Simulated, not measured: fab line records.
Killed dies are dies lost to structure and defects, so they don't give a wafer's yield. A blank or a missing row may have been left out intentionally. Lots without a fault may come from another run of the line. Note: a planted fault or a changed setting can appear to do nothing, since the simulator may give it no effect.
What tool caused it? :: flow nand-harc :: 13 lots with 39 wafers sampled at 5 steps, on a route of 1159 steps

== WHAT THE GAUGES READ, wafer by wafer ==
NHARC_END_SORT_01.
lot: L690
measured: day 23 20:23
on: prober-02
killed-at-array: 60 110 32
killed-at-other: 1 0 1
killed-at-periphery: 1 0 0
killed-dies: 62 110 33
killed-open: 5 5 2
killed-short: 1 1 2

== WHICH TOOL RAN EACH LOT (tool, then ch and the chambers of the sampled wafers, then the start) ==
lot: L673
NHARC_A_BLC_ETCH_18: rie-diel-08 ch 0,1, day 17 22:53
NHARC_A_BONDPAD_ETCH_24: rie-diel-03 ch 1,3, day 18 19:28 or earlier
NHARC_A_BONDPAD_DEGAS_25: pvd-sputter-02, day 18 19:28
NHARC_A_BONDPAD_CMP_19: cmp-04 ch 1,2, day 18 20:43

lot: L675
NHARC_A_BLC_ETCH_18: rie-diel-02 ch 0,2,3, day 17 23:07
NHARC_A_BONDPAD_ETCH_24: rie-diel-01 ch 0,3, day 18 19:18 or earlier
NHARC_A_BONDPAD_DEGAS_25: pvd-sputter-01, day 18 19:18
NHARC_A_BONDPAD_CMP_19: cmp-01 ch 1,2, day 18 20:23

lot: L676
NHARC_A_BLC_ETCH_18: rie-diel-02 ch 1,3, day 18 07:52
NHARC_A_BONDPAD_ETCH_24: rie-diel-01 ch 0,1,2, day 18 23:23 or earlier
NHARC_A_BONDPAD_DEGAS_25: pvd-sputter-03, day 18 23:23
NHARC_A_BONDPAD_CMP_19: cmp-04 ch 0,2,3, day 19 00:29

lot: L674
NHARC_A_BLC_ETCH_18: rie-diel-02 ch 1,2,3, day 18 09:04
NHARC_A_BONDPAD_ETCH_24: rie-diel-03 ch 1,2,3, day 18 23:37 or earlier
NHARC_A_BONDPAD_DEGAS_25: pvd-sputter-01, day 18 23:37
NHARC_A_BONDPAD_CMP_19: cmp-04 ch 2,3, day 19 01:14

lot: L677
NHARC_A_BLC_ETCH_18: rie-diel-02 ch 0,1,2, day 18 23:10
NHARC_A_BONDPAD_ETCH_24: rie-diel-01 ch 0,2, day 19 19:39 or earlier
NHARC_A_BONDPAD_DEGAS_25: pvd-sputter-03, day 19 19:39
NHARC_A_BONDPAD_CMP_19: cmp-01 ch 0,2,3, day 19 21:27

lot: L678
NHARC_A_BLC_ETCH_18: rie-diel-08 ch 0,1,2, day 18 23:52
NHARC_A_BONDPAD_ETCH_24: rie-diel-01 ch 1,2,3, day 19 20:30 or earlier
NHARC_A_BONDPAD_DEGAS_25: pvd-sputter-02, day 19 20:30
NHARC_A_BONDPAD_CMP_19: cmp-01 ch 0,1,3, day 19 22:04

lot: L679
NHARC_A_BLC_ETCH_18: rie-diel-08 ch 0,2,3, day 19 11:02
NHARC_A_BONDPAD_ETCH_24: rie-diel-01 ch 0,1,2, day 20 00:05 or earlier
NHARC_A_BONDPAD_DEGAS_25: pvd-sputter-01, day 20 00:05
NHARC_A_BONDPAD_CMP_19: cmp-01 ch 0,1,2, day 20 01:12

lot: L680
NHARC_A_BLC_ETCH_18: rie-diel-02 ch 0,1, day 19 12:09
NHARC_A_BONDPAD_ETCH_24: rie-diel-03 ch 0,2,3, day 20 02:14 or earlier
NHARC_A_BONDPAD_DEGAS_25: pvd-sputter-01, day 20 02:14
NHARC_A_BONDPAD_CMP_19: cmp-03 ch 0,2,3, day 20 03:20

lot: L681
NHARC_A_BLC_ETCH_18: rie-diel-02 ch 1,3, day 19 12:53
NHARC_A_BONDPAD_ETCH_24: rie-diel-01 ch 0,3, day 20 02:38 or earlier
NHARC_A_BONDPAD_DEGAS_25: pvd-sputter-02, day 20 02:38
NHARC_A_BONDPAD_CMP_19: cmp-03 ch 1,2,3, day 20 03:47

lot: L682
NHARC_A_BLC_ETCH_18: rie-diel-02 ch 0,1,3, day 19 15:30
NHARC_A_BONDPAD_ETCH_24: rie-diel-01 ch 0,1,3, day 20 05:31 or earlier
NHARC_A_BONDPAD_DEGAS_25: pvd-sputter-01, day 20 05:31
NHARC_A_BONDPAD_CMP_19: cmp-01 ch 0,1,2, day 20 06:39

lot: L683
NHARC_A_BLC_ETCH_18: rie-diel-08 ch 1,2,3, day 20 01:21
NHARC_A_BONDPAD_ETCH_24: rie-diel-03 ch 1,3, day 20 19:27 or earlier
NHARC_A_BONDPAD_DEGAS_25: pvd-sputter-01, day 20 19:27
NHARC_A_BONDPAD_CMP_19: cmp-01 ch 2,3, day 20 20:33

lot: L690
NHARC_A_BLC_ETCH_18: rie-diel-08 ch 1,2,3, day 22 01:06
NHARC_A_BONDPAD_ETCH_24: rie-diel-01 ch 0,1,2, day 22 15:55 or earlier
NHARC_A_BONDPAD_DEGAS_25: pvd-sputter-02, day 22 15:55
NHARC_A_BONDPAD_CMP_19: cmp-04 ch 1,2,3, day 22 16:59

lot: L695
NHARC_A_BLC_ETCH_18: rie-diel-08 ch 0,2, day 22 13:29
NHARC_A_BONDPAD_ETCH_24: rie-diel-01 ch 0,3, day 23 02:35 or earlier
NHARC_A_BONDPAD_DEGAS_25: pvd-sputter-02, day 23 02:35
NHARC_A_BONDPAD_CMP_19: cmp-04 ch 0,2,3, day 23 03:44
- NHARC_A_BLC_ETCH_18: etches the open film in C4F8/O2/Ar, target depth 910 nm.
- NHARC_A_BONDPAD_ETCH_24: etches the open film in CF4/N2, target depth 30 nm, time 72.99 s.
- NHARC_A_BONDPAD_DEGAS_25: time 60 s.
- NHARC_A_BONDPAD_CMP_19: polishes, t overpolish 30 s, cu recess touch 16 s, target thk 169.8 nm.

== WHAT THE TOOLS THEMSELVES READ (means of the sampled wafers that have a number; where no wafer has one, the mark that the record gives instead) ==
NHARC_A_BLC_ETCH_18.
lot: L673
tool: rie-diel-08
oes-product-au (a.u.): 0.919
rf-vpp-V (V): 981

lot: L675
tool: rie-diel-02
oes-product-au (a.u.): 0.951
rf-vpp-V (V): 979

lot: L676
tool: rie-diel-02
oes-product-au (a.u.): 0.959
rf-vpp-V (V): 983

lot: L674
tool: rie-diel-02
oes-product-au (a.u.): 0.970
rf-vpp-V (V): 983

lot: L677
tool: rie-diel-02
oes-product-au (a.u.): 0.975
rf-vpp-V (V): 980

lot: L678
tool: rie-diel-08
oes-product-au (a.u.): 0.924
rf-vpp-V (V): 978

lot: L679
tool: rie-diel-08
oes-product-au (a.u.): 0.962
rf-vpp-V (V): 980

lot: L680
tool: rie-diel-02
oes-product-au (a.u.): 0.960
rf-vpp-V (V): 979

lot: L681
tool: rie-diel-02
oes-product-au (a.u.): 0.938
rf-vpp-V (V): 983

lot: L682
tool: rie-diel-02
oes-product-au (a.u.): 0.969
rf-vpp-V (V): 978

lot: L683
tool: rie-diel-08
oes-product-au (a.u.): 0.986
rf-vpp-V (V): 977

lot: L690
tool: rie-diel-08
oes-product-au (a.u.): 1.008
rf-vpp-V (V): 978

lot: L695
tool: rie-diel-08
oes-product-au (a.u.): 0.948
rf-vpp-V (V): 979

NHARC_A_BONDPAD_ETCH_24.
lot: L673
tool: rie-diel-03
drypump-motor-current-A (A): 6.2
oes-product-au (a.u.): 0.997
rf-vpp-V (V): 311.0
showerhead-plenum-p-Torr (Torr): 2.49
throttle-valve-pct (%): 19.791

lot: L675
tool: rie-diel-01
drypump-motor-current-A (A): 6.1
oes-product-au (a.u.): 0.998
rf-vpp-V (V): 315.2
showerhead-plenum-p-Torr (Torr): 2.69
throttle-valve-pct (%): 19.791

lot: L676
tool: rie-diel-01
drypump-motor-current-A (A): 5.6
oes-product-au (a.u.): 0.996
rf-vpp-V (V): 314.9
showerhead-plenum-p-Torr (Torr): 2.67
throttle-valve-pct (%): 19.790

lot: L674
tool: rie-diel-03
drypump-motor-current-A (A): 6.1
oes-product-au (a.u.): 0.992
rf-vpp-V (V): 313.3
showerhead-plenum-p-Torr (Torr): 2.58
throttle-valve-pct (%): 19.800

lot: L677
tool: rie-diel-01
drypump-motor-current-A (A): 5.8
oes-product-au (a.u.): 0.997
rf-vpp-V (V): 315.3
showerhead-plenum-p-Torr (Torr): 2.72
throttle-valve-pct (%): 19.794

lot: L678
tool: rie-diel-01
drypump-motor-current-A (A): 5.7
oes-product-au (a.u.): 0.998
rf-vpp-V (V): 313.6
showerhead-plenum-p-Torr (Torr): 2.57
throttle-valve-pct (%): 19.797

lot: L679
tool: rie-diel-01
drypump-motor-current-A (A): 5.6
oes-product-au (a.u.): 0.989
rf-vpp-V (V): 314.8
showerhead-plenum-p-Torr (Torr): 2.67
throttle-valve-pct (%): 19.807

lot: L680
tool: rie-diel-03
drypump-motor-current-A (A): 6.1
oes-product-au (a.u.): 0.997
rf-vpp-V (V): 314.2
showerhead-plenum-p-Torr (Torr): 2.63
throttle-valve-pct (%): 19.800

lot: L681
tool: rie-diel-01
drypump-motor-current-A (A): 6.1
oes-product-au (a.u.): 1.003
rf-vpp-V (V): 313.2
showerhead-plenum-p-Torr (Torr): 2.59
throttle-valve-pct (%): 19.795

lot: L682
tool: rie-diel-01
drypump-motor-current-A (A): 5.9
oes-product-au (a.u.): 0.993
rf-vpp-V (V): 315.1
showerhead-plenum-p-Torr (Torr): 2.64
throttle-valve-pct (%): 19.800

lot: L683
tool: rie-diel-03
drypump-motor-current-A (A): 6.3
oes-product-au (a.u.): 1.003
rf-vpp-V (V): 312.0
showerhead-plenum-p-Torr (Torr): 2.48
throttle-valve-pct (%): 19.798

lot: L690
tool: rie-diel-01
drypump-motor-current-A (A): 5.6
oes-product-au (a.u.): 1.010
rf-vpp-V (V): 314.9
showerhead-plenum-p-Torr (Torr): 2.67
throttle-valve-pct (%): 19.791

lot: L695
tool: rie-diel-01
drypump-motor-current-A (A): 6.1
oes-product-au (a.u.): 1.009
rf-vpp-V (V): 313.4
showerhead-plenum-p-Torr (Torr): 2.58
throttle-valve-pct (%): 19.791

NHARC_A_BONDPAD_DEGAS_25.
lot: L673
tool: pvd-sputter-02
heater-power-w (W): 448

lot: L675
tool: pvd-sputter-01
heater-power-w (W): 446

lot: L676
tool: pvd-sputter-03
heater-power-w (W): 453

lot: L674
tool: pvd-sputter-01
heater-power-w (W): 471

lot: L677
tool: pvd-sputter-03
heater-power-w (W): 465

lot: L678
tool: pvd-sputter-02
heater-power-w (W): 504

lot: L679
tool: pvd-sputter-01
heater-power-w (W): 491

lot: L680
tool: pvd-sputter-01
heater-power-w (W): 470

lot: L681
tool: pvd-sputter-02
heater-power-w (W): 461

lot: L682
tool: pvd-sputter-01
heater-power-w (W): 478

lot: L683
tool: pvd-sputter-01
heater-power-w (W): 465

lot: L690
tool: pvd-sputter-02
heater-power-w (W): 473

lot: L695
tool: pvd-sputter-02
heater-power-w (W): 488

NHARC_A_BONDPAD_CMP_19.
lot: L673
tool: cmp-04
motor-current-A (A): 11.4
overpolish-run-s (s): 29.998

lot: L675
tool: cmp-01
motor-current-A (A): 11.9
overpolish-run-s (s): 30.000

lot: L676
tool: cmp-04
motor-current-A (A): 11.0
overpolish-run-s (s): 30.004

lot: L674
tool: cmp-04
motor-current-A (A): 11.1
overpolish-run-s (s): 29.997

lot: L677
tool: cmp-01
motor-current-A (A): 12.5
overpolish-run-s (s): 30.003

lot: L678
tool: cmp-01
motor-current-A (A): 11.9
overpolish-run-s (s): 29.999

lot: L679
tool: cmp-01
motor-current-A (A): 12.1
overpolish-run-s (s): 30.006

lot: L680
tool: cmp-03
motor-current-A (A): 10.3
overpolish-run-s (s): 30.002

lot: L681
tool: cmp-03
motor-current-A (A): 11.1
overpolish-run-s (s): 30.003

lot: L682
tool: cmp-01
motor-current-A (A): 12.1
overpolish-run-s (s): 29.999

lot: L683
tool: cmp-01
motor-current-A (A): 11.5
overpolish-run-s (s): 30.007

lot: L690
tool: cmp-04
motor-current-A (A): 11.3
overpolish-run-s (s): 30.001

lot: L695
tool: cmp-04
motor-current-A (A): 10.8
overpolish-run-s (s): 29.997

== THE ANSWER, worked out from the rows above alone ==
Rule: what is usual is taken from the lots themselves. Put in order of their means at a reading, lots are off if they are a third of the lots or fewer, leave a main group of 4 or more, and stand apart from it by a gap of 3 or more times the standard deviation of the main group's means; of several such gaps the widest counts. Not used: any main group whose means are identical at the precision the tables above print for the reading. A lot without any number at a reading at which 4 lots or more have one is off too. All remaining lots with rows at the step are treated as sound. First the gauges in route order, then the tools' own readings, where a lot's mean is used as printed above. At the first step where some lot is off, the reading lying furthest off is the one used; lots without a number count as furthest.
None of the lots is off at any reading shown; this tells nothing.

== WHAT THE SIMULATOR PUT IN ==
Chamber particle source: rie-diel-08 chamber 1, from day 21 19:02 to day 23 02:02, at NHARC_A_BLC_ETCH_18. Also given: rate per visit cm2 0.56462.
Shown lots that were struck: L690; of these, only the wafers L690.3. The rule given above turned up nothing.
